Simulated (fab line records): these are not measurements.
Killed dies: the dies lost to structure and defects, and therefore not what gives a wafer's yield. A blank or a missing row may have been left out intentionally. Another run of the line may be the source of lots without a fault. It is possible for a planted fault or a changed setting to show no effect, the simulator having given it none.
Matching of chambers | flow nand harc | NHARC_P_GATE_DESCUM_48 on rie diel-04 has 4 sister chambers
The step chemistry O2, time 3 s. 4 wafers are shown with their chamber, then 7 later ones without.

EACH WAFER AND ITS CHAMBER
wafer  | chamber | drypump motor current A (A)
L079.4 | 0       | 5.5
L088.5 | 2       | 5.7
L089.3 | 1       | 5.4
L089.5 | 3       | 6.5

WAFERS WITHOUT THEIR CHAMBER
wafer  | drypump motor current A (A)
L089.6 | 5.4
L093.2 | 5.6
L093.4 | 6.5
L093.6 | 6.5
L096.1 | 5.4
L096.4 | 6.5
L096.6 | 5.6

WHICH CHAMBER EACH ONE RAN IN
wafer  | from the rows above          | in truth
L089.6 | can't be placed: 1 or 0      | 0
L093.2 | can't be placed: 0 or 2 or 1 | 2
L093.4 | 3                            | 3
L093.6 | 3                            | 3
L096.1 | can't be placed: 1 or 0      | 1
L096.4 | 3                            | 3
L096.6 | can't be placed: 0 or 2 or 1 | 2
Placed correctly: 3 of 7. From these rows, 4 cannot be placed; in 4 the true chamber is one of the candidates. 0 placed wrongly.
How it was worked out, from the rows above alone: a wafer's distance from a chamber is the root of the sum, over the readings, of the square of ((its reading less the chamber's mean) divided by the reading's scatter). If the next closest chamber is less than 2 further off than the closest, the wafer can't be placed; otherwise it belongs to the closest. For every chamber, the mean is computed from those of its wafers that are shown. The scatter (one wafer shown for each chamber): square how far every hidden wafer sits from the nearest shown wafer, average those squares and take the square root.
